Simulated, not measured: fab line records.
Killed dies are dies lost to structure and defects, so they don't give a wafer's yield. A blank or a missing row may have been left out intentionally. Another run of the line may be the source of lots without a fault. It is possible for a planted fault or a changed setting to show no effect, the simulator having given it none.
Split-lot trial -- flow n5Finfet -- 7 lots, 21 wafers read, on a route of 1938 steps

## THE SPLIT
At N5_GATE_CUT_ALD_22 (deposits SiNx, target thk 16 nm, pulse time 1 s, ald cycles 320), the setting aldCycles was moved away from the recipe's 320 on 5 of the 21 wafers read, by -13.7% to +5.0%. The other wafers ran this setting at the recipe's value.

Reading taken at the split's own step.

## THE READING
SiNx_of_GATE_CUT_ALD_22.thkNm (the simulator's own value, which no gauge read), in nm, at N5_GATE_CUT_ALD_22 (deposits SiNx, target thk 16 nm, pulse time 1 s, ald cycles 320). The file gives no usual value for it.

wafer,"tool, chamber at the split",aldCycles as run,against the recipe,"SiNx_of_GATE_CUT_ALD_22.thkNm, nm",against lot-mates on the recipe
L078.2,"aldSin-03, 0",276,-13.7%,13.8,-2.2
L078.3,"aldSin-03, 1",276,-13.7%,14,-2.0
L078.4,"aldSin-03, 3",320,recipe,16,-
L079.3,"aldSin-03, 1,3",336,+5.0%,16.8,+0.8
L079.4,"aldSin-03, 1,3",336,+5.0%,16.8,+0.8
L079.6,"aldSin-03, 3",320,recipe,16,-
L085.2,"aldSin-04, 2,0,0",320,recipe,16,-
L085.3,"aldSin-04, 2,0,0",320,recipe,16,-
L085.6,"aldSin-04, 2,0,0",320,recipe,16,-
L088.2,"aldSin-04, 3,0",320,recipe,16,-
L088.5,"aldSin-04, 3,0",320,recipe,16,-
L088.3,"aldSin-04, 2",302,-5.6%,15.2,-0.8
L089.1,"aldSin-04, 2,1,0",320,recipe,16,-
L089.3,"aldSin-04, 2,1,0",320,recipe,16,-
L089.5,"aldSin-04, 2,1,0",320,recipe,16,-
L090.3,"aldSin-03, 3,2,1",320,recipe,16,-
L090.5,"aldSin-03, 3,2,1",320,recipe,16,-
L090.6,"aldSin-03, 3,2,1",320,recipe,16,-
L093.2,"aldSin-03, 1,0,1",320,recipe,16,-
L093.3,"aldSin-03, 1,0,1",320,recipe,16,-
L093.5,"aldSin-03, 1,0,1",320,recipe,16,-
Rows listing several chambers each stand for several wafers; the file does not say which wafer went through which chamber.

FIT RESULTS
A straight line over all 21 wafers: SiNx_of_GATE_CUT_ALD_22.thkNm changes by +0.153 nm for each +1% of aldCycles; r = +1.00; the points scatter about the line by 0.036 nm.
The same after taking each lot's own level away (the mean of its wafers on the recipe; 21 wafers): +0.153 nm for each +1%; r = +1.00; scatter 0.036 nm.
On that fit, the largest move of aldCycles shifts the reading by 2.1 nm.
The lots' own levels span 16.00 to 16.00 nm.
Hence the lot-to-lot level has little effect on the slope; both slopes agree.
Check: with one of the wafers moved furthest among these (-13.7%) left out of the fit, the line predicts -2.03 nm for it against its lot-mates. Against them it came out at -2.2 nm.

## THESE WAFERS: OTHER SPLITS
Other splits were also applied to these wafers ahead of the reading. Each is held against what the fit with the lots' levels taken away leaves over:
other split on the same wafers,wafers away from the commonest value,r with SiNx_of_GATE_CUT_ALD_22.thkNm (lot level and that fit taken away)
N5_SD_EPI_P_EPI_21 tempC,6,-0.12
N5_SDB_STRIP_22 powerW,7,+0.01
N5_HKMG_FIN_PEB_10 pebTimeS,5,-0.10
N5_HKMG_FIN_ETCH_35 sourceW,6,+0.09

## FILE'S OWN FIT
SiNx_of_GATE_CUT_ALD_22.thkNm changes by +0.152 nm for each +1% of aldCycles, r = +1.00.
